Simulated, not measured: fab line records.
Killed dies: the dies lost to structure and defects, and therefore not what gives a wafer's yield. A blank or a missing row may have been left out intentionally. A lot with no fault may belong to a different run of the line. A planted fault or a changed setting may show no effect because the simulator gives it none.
fab line records -- flow nandHarc
[record] lots = 13, wafers = 39, lastDay = 32
route steps=1302 shown A_CHANNEL_HOLE_D2@609 A_CHANNEL_FILL_D2@613 END@1302
lots that met no fault: taken from a fault-free run of the same line
startH: start of the lot's first displayed wafer, in hours after the record's first day -- waitH: hours from the lot's prior step to this one -- " the same as in the row above -- L1.1+2: several wafers, shown together as one row -- - no value, or no start was given -- * or withheld: withheld -- < > ~ a bound
route shown NAME@n: names a module that has steps shown in the file, with the first one's number in the route -- usual: mean/standard deviation of fault-free wafers -- same: alike in all rows -- chamber/n: place in a boat -- sites: readings site by site -- _std_site: the standard deviation of these -- _edge_site: inner sites' mean taken away from outer sites' mean -- radiusMm: how far each site lies from the wafer's centre -- mask NAME#n: copy n -- behind: the most recent tool/chamber to have shaped the wafer -- hold: why the lot was held/for how many hours/how that ended -- device: which transistor (n, p or np) failed to switch -- end of line: at the end of the route, the tests of the same wafers -- where a step has no rows: the recipe by itself -- killed: not the wafer's yield, but the dies lost to structure and defects at the first sort -- map: per-die view of a wafer (x killed, . not killed, _ where there is no die)
set.NAME: the setting the step ran with; set.NAME@STEP: the setting that earlier step ran with -- model.NAME: the simulator's own value behind a step, which no gauge read
one table for each step of the route and one row for each wafer, over a sample of lots
services: when a tool's chamber went out of use (startH, in hours from the record's first day, below 0 if earlier), for how many hours, and the reason
[[steps]]
[step NHARC_A_CHANNEL_HOLE_D2_INSPECT_40]
[usual] rawDefectCount = 273/76
lot.wafer,tool,chamber,startH,waitH,rawDefectCount
L920.3,defectInspect-01,-,310.97,-,259
L920.4,defectInspect-01,-,310.97,-,246
L920.5,defectInspect-01,-,310.97,-,226
L922.1,defectInspect-01,-,329.60,-,231
L922.3,defectInspect-01,-,329.60,-,301
L922.4,defectInspect-01,-,329.60,-,262
L925.1,defectInspect-01,-,340.43,-,187
L925.2,defectInspect-01,-,340.43,-,331
L925.6,defectInspect-01,-,340.43,-,232
L923.2,defectInspect-01,-,343.48,-,277
L923.4,defectInspect-01,-,343.48,-,281
L923.6,defectInspect-01,-,343.48,-,259
L924.1,defectInspect-02,-,344.59,-,365
L924.4,defectInspect-02,-,344.59,-,416
L924.6,defectInspect-02,-,344.59,-,296
L926.1,defectInspect-01,-,355.56,-,357
L926.2,defectInspect-01,-,355.56,-,264
L926.3,defectInspect-01,-,355.56,-,230
L932.1,defectInspect-02,-,431.31,-,385
L932.4,defectInspect-02,-,431.31,-,353
L932.6,defectInspect-02,-,431.31,-,215
L935.1,defectInspect-01,-,444.64,-,535
L935.2,defectInspect-01,-,444.64,-,532
L935.6,defectInspect-01,-,444.64,-,460
L934.3,defectInspect-01,-,446.60,-,138
L934.4,defectInspect-01,-,446.60,-,168
L934.6,defectInspect-01,-,446.60,-,146
L939.1,defectInspect-02,-,480.00,-,250
L939.5,defectInspect-02,-,480.00,-,280
L939.6,defectInspect-02,-,480.00,-,212
L941.1,defectInspect-02,-,507.14,-,234
L941.3,defectInspect-02,-,507.14,-,280
L941.5,defectInspect-02,-,507.14,-,372
L940.1,defectInspect-02,-,507.46,-,382
L940.4,defectInspect-02,-,507.46,-,487
L940.6,defectInspect-02,-,507.46,-,247
L942.1,defectInspect-02,-,511.27,-,246
L942.2,defectInspect-02,-,511.27,-,201
L942.4,defectInspect-02,-,511.27,-,290
[step NHARC_A_CHANNEL_FILL_D2_ALD_03]
[recipe] targetThkA = 60, pulseTimeS = 60, aldCycles = 58, tempC = 630, pressureTorr = 2, material = SiNx
[usual] precursorPulseHeightRel = 1.001/0.021
[same] pulseTimeS = 60
lot.wafer,tool,chamber,startH,waitH,precursorPulseHeightRel
L920.3,aldSinBatch-01,0,-,-,0.981
L920.4,aldSinBatch-01,0,-,-,0.996
L920.5,aldSinBatch-01,0,-,-,0.996
L922.1,aldSinBatch-01,0,-,-,0.973
L922.3,aldSinBatch-01,0,-,-,0.999
L922.4,aldSinBatch-01,0,-,-,1.012
L925.1,aldSinBatch-02,0,-,-,0.996
L925.2,aldSinBatch-02,0,-,-,0.981
L925.6,aldSinBatch-02,0,-,-,1.013
L923.2,aldSinBatch-03,0,-,-,1.001
L923.4,aldSinBatch-03,0,-,-,0.957
L923.6,aldSinBatch-03,0,-,-,1.003
L924.1,aldSinBatch-03,0,-,-,0.962
L924.4,aldSinBatch-03,0,-,-,0.988
L924.6,aldSinBatch-03,0,-,-,0.990
L926.1,aldSinBatch-01,0,-,-,0.993
L926.2,aldSinBatch-01,0,-,-,0.988
L926.3,aldSinBatch-01,0,-,-,1.013
L932.1,aldSinBatch-01,0,-,-,1.010
L932.4,aldSinBatch-01,0,-,-,0.978
L932.6,aldSinBatch-01,0,-,-,1.043
L934.3,aldSinBatch-02,0,-,-,1.031
L934.4,aldSinBatch-02,0,-,-,1.001
L934.6,aldSinBatch-02,0,-,-,0.990
L935.1,aldSinBatch-02,0,-,-,0.993
L935.2,aldSinBatch-02,0,-,-,0.997
L935.6,aldSinBatch-02,0,-,-,1.020
L939.1,aldSinBatch-03,0,-,-,1.006
L939.5,aldSinBatch-03,0,-,-,0.992
L939.6,aldSinBatch-03,0,-,-,0.990
L940.1,aldSinBatch-03,0,-,-,1.018
L940.4,aldSinBatch-03,0,-,-,0.973
L940.6,aldSinBatch-03,0,-,-,1.049
L941.1,aldSinBatch-03,0,-,-,1.013
L941.3,aldSinBatch-03,0,-,-,1.002
L941.5,aldSinBatch-03,0,-,-,1.017
L942.1,aldSinBatch-02,0,-,-,0.981
L942.2,aldSinBatch-02,0,-,-,1.012
L942.4,aldSinBatch-02,0,-,-,0.976
[step NHARC_A_CHANNEL_FILL_D2_ETCHBACK_20]
[recipe] targetDepthA = 270, timeS = 13.5, c4f8FlowSccm = withheld, o2FlowSccm = 8, arFlowSccm = withheld, rfW = 600, biasW = 1500, chemistry = C4F8/O2/Ar
[usual] biasW = 1500/4.8, chamberPressureMTorr = 25.000/0.022, oesProductAu = 0.993/0.023, rfVppV = 975/5.1
lot.wafer,tool,chamber,startH,waitH,biasW,chamberPressureMTorr,oesProductAu,rfHoursCounterH,rfVppV
L920.4,rieDiel-08,2,334.52,-,1498,24.996,0.987,4,974
L920.3,rieDiel-08,3,334.52,-,1503,25.002,0.964,4,985
L920.5,rieDiel-08,1,334.52,-,1501,24.990,1.006,-,971
L922.3,rieDiel-08,0,354.06,-,1495,25.016,0.978,4,970
L922.1,rieDiel-08,2,354.06,-,1499,25.046,0.990,4,975
L922.4,rieDiel-08,3,354.06,-,1505,24.985,0.963,4,985
L925.1,rieDiel-08,3,364.96,-,1501,25.009,0.971,4,985
L925.2,rieDiel-08,2,364.96,-,1501,25.018,0.976,5,975
L925.6,rieDiel-08,3,364.96,-,1505,25.024,0.973,-,984
L923.2,rieDiel-11,0,367.90,-,1499,24.988,0.993,4,978
L923.6,rieDiel-11,3,367.90,-,1500,25.003,1.009,-,973
L923.4,rieDiel-11,2,367.90,-,1494,25.023,1.002,-,976
L924.1,rieDiel-11,0,367.97,-,1505,24.987,0.995,4,977
L924.6,rieDiel-11,3,367.97,-,1497,25.015,1.008,-,973
L924.4,rieDiel-11,0,367.97,-,1499,24.999,0.993,-,978
L926.2,rieDiel-08,3,381.02,-,1494,24.985,0.970,0,984
L926.1,rieDiel-08,1,381.02,-,1498,25.005,0.999,0,970
L926.3,rieDiel-08,2,381.02,-,1501,25.025,1.000,0,975
L932.4,rieDiel-11,3,459.73,-,-,-,-,-,-
L932.1,rieDiel-11,1,459.73,-,-,-,-,-,-
L932.6,rieDiel-11,0,459.73,-,-,-,-,-,-
L934.4,rieDiel-12,0,471.77,-,-,-,-,-,-
L934.3,rieDiel-12,2,471.77,-,-,-,-,-,-
L934.6,rieDiel-12,1,471.77,-,-,-,-,-,-
L935.2,rieDiel-08,1,471.77,-,-,-,-,-,-
L935.1,rieDiel-08,0,471.77,-,-,-,-,-,-
L935.6,rieDiel-08,1,471.77,-,-,-,-,-,-
L939.1,rieDiel-12,1,505.82,-,1497,25.001,0.928,8,978
L939.6,rieDiel-12,0,505.82,-,1498,24.987,0.915,-,973
L939.5,rieDiel-12,3,505.82,-,1499,25.004,0.903,-,983
L942.4,rieDiel-08,1,533.71,-,1501,25.033,1.011,5,970
L942.2,rieDiel-08,2,533.71,-,1502,25.008,0.989,5,977
L942.1,rieDiel-08,3,533.71,-,1509,24.943,0.979,5,985
L941.1,rieDiel-11,3,533.72,-,1498,25.021,1.023,2,970
L941.3,rieDiel-11,1,533.72,-,1497,24.981,1.004,2,981
L941.5,rieDiel-11,2,533.72,-,1492,24.955,1.017,-,975
L940.1,rieDiel-08,1,533.79,-,1496,24.967,1.013,5,970
L940.4,rieDiel-08,2,533.79,-,1497,25.013,0.984,5,975
L940.6,rieDiel-08,0,533.79,-,1508,25.027,0.979,-,969
[step NHARC_A_CHANNEL_FILL_D2_ALD_25]
[recipe] targetThkA = 600, pulseTimeS = 10, aldCycles = 600, tempC = 300, material = SiOx
[usual] heaterPowerOuterW = 257/32, heaterPowerW = 455/50, precursorPulseHeightRel = 0.998/0.019
[same] pulseTimeS = 10
lot.wafer,tool,chamber,startH,waitH,heaterPowerOuterW,heaterPowerW,precursorPulseHeightRel
L920.3,aldHk-03,2,347.32,0.1,269,501,1.000
L920.4,aldHk-03,0,348.56,1.3,294,520,1.017
L920.5,aldHk-03,3,350.42,3.2,291,487,1.034
L922.1,aldHk-03,1,367.08,0.1,254,462,0.988
L922.4,aldHk-03,2,367.08,0.1,281,516,0.987
L922.3,aldHk-03,0,368.91,1.9,281,532,0.963
L924.1,aldHk-03,3,379.29,0.1,291,499,0.987
L924.4,aldHk-03,1,380.52,1.3,248,482,1.005
L924.6,aldHk-03,0,382.37,3.1,286,533,1.031
L923.2,aldHk-01,1,379.89,0.7,217,383,1.008
L923.4,aldHk-01,2,379.89,0.7,236,404,0.996
L923.6,aldHk-01,0,381.69,2.5,213,403,0.987
L925.2,aldHk-02,3,381.76,2.5,293,477,0.979
L925.1,aldHk-02,0,383.00,3.8,298,535,1.001
L925.6,aldHk-02,2,385.48,6.3,253,439,0.978
L926.1,aldHk-01,3,394.18,0.1,215,369,0.994
L926.3,aldHk-01,0,394.18,0.1,210,393,0.973
L926.2,aldHk-01,2,396.05,1.9,235,396,1.014
L932.4,aldHk-01,0,473.49,0.7,211,406,1.007
L932.1,aldHk-01,2,474.72,1.9,234,411,1.003
L932.6,aldHk-01,0,475.96,3.1,212,400,1.005
L934.3,aldHk-02,3,484.74,0.0,292,492,0.997
L934.4,aldHk-02,2,488.45,3.8,256,444,0.984
L934.6,aldHk-02,3,489.69,5.0,292,474,1.021
L935.1,aldHk-01,1,486.58,1.9,210,391,1.037
L935.2,aldHk-01,0,488.41,3.7,221,418,1.022
L935.6,aldHk-01,1,488.41,3.7,219,399,0.984
L939.1,aldHk-03,3,519.79,1.3,292,506,0.987
L939.6,aldHk-03,1,521.02,2.5,239,453,0.966
L939.5,aldHk-03,2,521.02,2.5,271,489,1.029
L940.4,aldHk-02,0,545.56,0.0,288,511,0.969
L940.1,aldHk-02,1,545.56,0.0,281,461,1.002
L940.6,aldHk-02,1,548.66,3.1,281,471,0.940
L942.4,aldHk-01,0,545.56,0.0,226,431,1.035
L942.1,aldHk-01,2,546.79,1.3,235,444,1.026
L942.2,aldHk-01,3,546.79,1.3,215,381,0.982
L941.3,aldHk-03,1,547.76,2.3,238,445,1.016
L941.1,aldHk-03,2,547.76,2.3,266,485,0.978
L941.5,aldHk-03,0,549.63,4.1,274,515,0.990
[step NHARC_END_SORT_01]
[recipe] tempC = 25
[usual] killedAtArray = 59/17, killedAtOther = 0.9/1.6, killedAtPeriphery = 3.7/2.3, killedDies = 64/17, killedOpen = 3.3/1.8, killedShort = 2.4/1.6
[same] grossDies = 677
lot.wafer,tool,chamber,startH,waitH,killedAtArray,killedAtOther,killedAtPeriphery,killedDies,killedOpen,killedShort
L932.1,prober-02,0,700.54,2.5,673,0,4,677,2,2
L932.4,prober-02,0,702.96,3.4,673,0,4,677,2,3
L932.6,prober-02,0,704.56,4.0,673,0,4,677,2,3
L934.3,prober-01,0,709.97,3.1,667,1,9,677,3,2
L934.4,prober-01,0,710.77,3.4,665,0,12,677,1,3
L934.6,prober-01,0,712.36,4.0,670,0,7,677,4,3
L935.1,prober-01,0,716.15,2.5,676,0,1,677,4,2
L935.2,prober-01,0,716.95,2.8,674,0,3,677,1,7
L935.6,prober-01,0,720.13,4.0,668,0,9,677,2,2
// killed by level:class
L932.1 A_CHANNEL_FILL_D2:areaEtchback=603 A_SLIT:chamberFilmFlake=33 A_CHANNEL_HOLE_D2:chamberFilmFlake=17 A_CHANNEL_HOLE_D1:chamberFilmFlake=9 A_CONTACT:chamberFilmFlake=6 P_CONTACT:geometricParticle:short=1 A_DECK1_JOINT:geometricParticle:open=1 A_CHANNEL_FILL_D2:geometricParticle:short=1
L932.4 A_CHANNEL_FILL_D2:areaEtchback=618 A_SLIT:chamberFilmFlake=27 A_CHANNEL_HOLE_D2:chamberFilmFlake=13 A_CHANNEL_HOLE_D1:chamberFilmFlake=5 A_CONTACT:chamberFilmFlake=4 P_GATE:chamberFilmFlake=3 A_DECK1_JOINT:chamberFilmFlake=2 P_CONTACT:geometricParticle:short=1
L932.6 A_CHANNEL_FILL_D2:areaEtchback=596 A_SLIT:chamberFilmFlake=34 A_CHANNEL_HOLE_D2:chamberFilmFlake=21 A_CHANNEL_HOLE_D1:chamberFilmFlake=7 A_CONTACT:chamberFilmFlake=5 A_STAIRCASE:chamberFilmFlake=3 P_GATE:chamberFilmFlake=2 A_DECK1_JOINT:chamberFilmFlake=2
L934.3 A_CHANNEL_FILL_D2:areaEtchback=623 A_SLIT:chamberFilmFlake=30 P_CONTACT:chamberFilmFlake=5 A_CHANNEL_HOLE_D1:chamberFilmFlake=5 A_CONTACT:chamberFilmFlake=2 A_BLC:chamberFilmFlake=2 P_STI:geometricParticle:open=1 P_STI:geometricParticle:short=1
L934.4 A_CHANNEL_FILL_D2:areaEtchback=616 A_SLIT:chamberFilmFlake=31 P_CONTACT:chamberFilmFlake=8 A_CHANNEL_HOLE_D1:chamberFilmFlake=7 A_STAIRCASE:chamberFilmFlake=4 A_BLC:chamberFilmFlake=3 P_GATE:chamberFilmFlake=2 P_M0:geometricParticle:open=1
L934.6 A_CHANNEL_FILL_D2:areaEtchback=628 A_SLIT:chamberFilmFlake=23 A_CHANNEL_HOLE_D1:chamberFilmFlake=7 P_CONTACT:chamberFilmFlake=3 A_ONON_D1:geometricParticle:short=2 A_CONTACT:geometricParticle:open=2 A_CHANNEL_FILL_D1:chamberFilmFlake=2 A_CONTACT:chamberFilmFlake=2
L935.1 A_CHANNEL_FILL_D2:areaEtchback=591 A_CHANNEL_HOLE_D1:chamberFilmFlake=42 A_CHANNEL_HOLE_D2:chamberFilmFlake=19 A_STAIRCASE:chamberFilmFlake=7 A_CONTACT:chamberFilmFlake=6 A_SLIT:chamberFilmFlake=3 A_M0:geometricParticle:open=2 A_WL_FILL:chamberFilmFlake=2
L935.2 A_CHANNEL_FILL_D2:areaEtchback=592 A_CHANNEL_HOLE_D2:chamberFilmFlake=23 A_CHANNEL_HOLE_D1:chamberFilmFlake=21 A_STAIRCASE:chamberFilmFlake=16 A_CONTACT:chamberFilmFlake=7 P_GATE:chamberFilmFlake=3 A_SLIT:chamberFilmFlake=3 A_WL_FILL:geometricParticle:short=2
L935.6 A_CHANNEL_FILL_D2:areaEtchback=590 A_CHANNEL_HOLE_D1:chamberFilmFlake=34 A_CHANNEL_HOLE_D2:chamberFilmFlake=21 A_CONTACT:chamberFilmFlake=7 A_STAIRCASE:chamberFilmFlake=6 P_GATE:chamberFilmFlake=4 P_STI:chamberFilmFlake=3 A_ZERO_WELL:chamberFilmFlake=3
[[services]]
tool,chamber,startH,hours,kind
rieDiel-12,1,303.13,10.8,repair
aldSinBatch-03,-,305.54,8.4,repair
rieDiel-12,-,337.04,2.0,repair
aldHk-02,-,342.46,1.2,repair
rieDiel-08,2,342.64,1.7,repair
aldHk-02,-,350.04,10.0,pm
rieDiel-12,0,352.12,11.8,repair
rieDiel-12,-,355.27,22.6,repair
rieDiel-11,2,360.51,2.0,repair
rieDiel-08,3,362.47,2.1,repair
rieDiel-11,1,365.81,7.9,repair
rieDiel-08,-,367.80,9.0,pm
aldHk-03,-,392.01,10.0,pm
rieDiel-08,2,426.16,5.3,repair
rieDiel-11,-,432.51,9.0,pm
rieDiel-12,-,445.40,9.0,pm
rieDiel-12,2,463.11,4.9,repair
rieDiel-08,0,475.59,7.6,repair
rieDiel-12,3,476.28,8.0,repair
rieDiel-12,2,495.22,12.4,repair
aldSinBatch-01,-,506.89,26.0,pm
aldHk-02,-,522.51,1.1,repair
aldHk-02,-,528.04,10.0,pm
rieDiel-08,-,544.80,9.0,pm
[[key]]
[firstSign] step = NHARC_A_CHANNEL_FILL_D2_ETCHBACK_20, reading = toolRecord, direction = missing
[effect] step = NHARC_END_SORT_01, reading = killedAtArray, direction = up, sigmas = 37, usual = 59, struck = 671
[moreKillsBornAt] NHARC_A_CHANNEL_FILL_D2_ETCHBACK_20@rieDiel-12 = 1867, NHARC_A_CHANNEL_FILL_D2_ETCHBACK_20@rieDiel-11 = 1815, NHARC_A_CHANNEL_FILL_D2_ETCHBACK_20@rieDiel-08 = 1773
metAt NHARC_A_CHANNEL_FILL_D2_ETCHBACK_20
struckLots L932,L934,L935
laterRowsLeftOut L932.1,L932.4,L932.6,L934.3,L934.4,L934.6,L935.1,L935.2,L935.6
testerLeftOut L932,L934,L935
notActingAt NHARC_A_CHANNEL_HOLE_D2_INSPECT_40,NHARC_A_CHANNEL_FILL_D2_ALD_03,NHARC_A_CHANNEL_FILL_D2_ALD_25
onsetBetween 381.02 459.73
[fault] kind = skippedStepWhole, tool = rieDiel-08,rieDiel-11,rieDiel-12, chamber = -, onsetH = 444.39, steps = NHARC_A_CHANNEL_FILL_D2_ETCHBACK_20, scope = struckLotsOnly
// testerLeftOut: of these lots the tester's yield and bins aren't shown, on N5 and GAA mostly nor the transistor test; their killed dies are dies lost to structure and defects alone, not to doping, threshold or leakage, so they don't give the yield
// laterRowsLeftOut: the simulator's readings of these wafers behind a module that went badly wrong aren't trusted and aren't shown, but for the sort
